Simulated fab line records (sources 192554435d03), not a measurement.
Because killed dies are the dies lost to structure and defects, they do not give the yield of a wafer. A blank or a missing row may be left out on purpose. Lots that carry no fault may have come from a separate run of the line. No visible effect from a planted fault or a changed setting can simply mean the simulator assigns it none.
Matching of chambers || flow n5-finfet || N5_BEOL_M5_CO_CAP_78 on cvd-co-02 has 3 sister chambers
The step material Co, precursor CCTBA/H2, target thk 2 nm, time 102.1 s. 24 wafers are shown with their chamber, then 12 later ones without.

## WAFERS PAIRED WITH THEIR CHAMBERS
{"wafer": "L074.3", "chamber": 2, "heater-power-w (W)": 222, "heater-power-outer-w (W)": 117}
{"wafer": "L074.4", "chamber": 0, "heater-power-w (W)": 250, "heater-power-outer-w (W)": 127}
{"wafer": "L074.5", "chamber": 2, "heater-power-w (W)": 223, "heater-power-outer-w (W)": 118}
{"wafer": "L075.2", "chamber": 2, "heater-power-w (W)": 219, "heater-power-outer-w (W)": 120}
{"wafer": "L075.3", "chamber": 2, "heater-power-w (W)": 223, "heater-power-outer-w (W)": 119}
{"wafer": "L075.5", "chamber": 2, "heater-power-w (W)": 223, "heater-power-outer-w (W)": 117}
{"wafer": "L076.2", "chamber": 2, "heater-power-w (W)": 229, "heater-power-outer-w (W)": 120}
{"wafer": "L076.4", "chamber": 2, "heater-power-w (W)": 224, "heater-power-outer-w (W)": 119}
{"wafer": "L076.6", "chamber": 2, "heater-power-w (W)": 227, "heater-power-outer-w (W)": 119}
{"wafer": "L078.3", "chamber": 1, "heater-power-w (W)": 319, "heater-power-outer-w (W)": 157}
{"wafer": "L078.4", "chamber": 0, "heater-power-w (W)": 246, "heater-power-outer-w (W)": 129}
{"wafer": "L078.5", "chamber": 2, "heater-power-w (W)": 224, "heater-power-outer-w (W)": 115}
{"wafer": "L084.2", "chamber": 0, "heater-power-w (W)": 244, "heater-power-outer-w (W)": 127}
{"wafer": "L084.3", "chamber": 1, "heater-power-w (W)": 318, "heater-power-outer-w (W)": 155}
{"wafer": "L084.6", "chamber": 1, "heater-power-w (W)": 308, "heater-power-outer-w (W)": 161}
{"wafer": "L085.1", "chamber": 0, "heater-power-w (W)": 255, "heater-power-outer-w (W)": 130}
{"wafer": "L085.4", "chamber": 1, "heater-power-w (W)": 313, "heater-power-outer-w (W)": 153}
{"wafer": "L085.5", "chamber": 0, "heater-power-w (W)": 254, "heater-power-outer-w (W)": 130}
{"wafer": "L087.3", "chamber": 1, "heater-power-w (W)": 318, "heater-power-outer-w (W)": 159}
{"wafer": "L087.4", "chamber": 0, "heater-power-w (W)": 254, "heater-power-outer-w (W)": 131}
{"wafer": "L087.6", "chamber": 0, "heater-power-w (W)": 256, "heater-power-outer-w (W)": 127}
{"wafer": "L086.4", "chamber": 0, "heater-power-w (W)": 256, "heater-power-outer-w (W)": 131}
{"wafer": "L086.5", "chamber": 0, "heater-power-w (W)": 249, "heater-power-outer-w (W)": 130}
{"wafer": "L086.6", "chamber": 1, "heater-power-w (W)": 320, "heater-power-outer-w (W)": 153}

SIGNATURES (means of the wafers above)
{"reading": "heater-power-w", "chamber 0": 251.56, "chamber 1": 316.00, "chamber 2": 223.78, "scatter within a chamber": 3.97}
{"reading": "heater-power-outer-w", "chamber 0": 129.11, "chamber 1": 156.33, "chamber 2": 118.22, "scatter within a chamber": 2.16}
Rule: a wafer lies at a distance from a chamber equal to the root of the sum of squares, over the readings, of (its reading less the chamber's mean, divided by the reading's scatter). The wafer belongs to the nearest chamber; if the next one is less than 2 further off, it can't be placed. The scatter is the square root of a quotient: the sum, over the shown wafers, of each reading's squared deviation from its chamber's mean, divided by wafers minus chambers.

## WAFERS WITHOUT THEIR CHAMBER
{"wafer": "L091.1", "heater-power-w (W)": 261, "heater-power-outer-w (W)": 128}
{"wafer": "L091.3", "heater-power-w (W)": 228, "heater-power-outer-w (W)": 116}
{"wafer": "L091.6", "heater-power-w (W)": 254, "heater-power-outer-w (W)": 129}
{"wafer": "L092.3", "heater-power-w (W)": 252, "heater-power-outer-w (W)": 127}
{"wafer": "L092.5", "heater-power-w (W)": 313, "heater-power-outer-w (W)": 162}
{"wafer": "L092.6", "heater-power-w (W)": 223, "heater-power-outer-w (W)": 118}
{"wafer": "L094.1", "heater-power-w (W)": 256, "heater-power-outer-w (W)": 131}
{"wafer": "L094.5", "heater-power-w (W)": 309, "heater-power-outer-w (W)": 155}
{"wafer": "L094.6", "heater-power-w (W)": 228, "heater-power-outer-w (W)": 119}
{"wafer": "L097.2", "heater-power-w (W)": 233, "heater-power-outer-w (W)": 119}
{"wafer": "L097.3", "heater-power-w (W)": 253, "heater-power-outer-w (W)": 129}
{"wafer": "L097.5", "heater-power-w (W)": 316, "heater-power-outer-w (W)": 157}

## CHAMBER TAKEN BY EACH
{"wafer": "L091.1", "from the rows above": 0, "in truth": 0}
{"wafer": "L091.3", "from the rows above": 2, "in truth": 2}
{"wafer": "L091.6", "from the rows above": 0, "in truth": 0}
{"wafer": "L092.3", "from the rows above": 0, "in truth": 0}
{"wafer": "L092.5", "from the rows above": 1, "in truth": 1}
{"wafer": "L092.6", "from the rows above": 2, "in truth": 2}
{"wafer": "L094.1", "from the rows above": 0, "in truth": 0}
{"wafer": "L094.5", "from the rows above": 1, "in truth": 1}
{"wafer": "L094.6", "from the rows above": 2, "in truth": 2}
{"wafer": "L097.2", "from the rows above": 2, "in truth": 2}
{"wafer": "L097.3", "from the rows above": 0, "in truth": 0}
{"wafer": "L097.5", "from the rows above": 1, "in truth": 1}
Correct placement for 12 of the 12. Left unplaced by these rows: 0. Wrongly placed: 0.
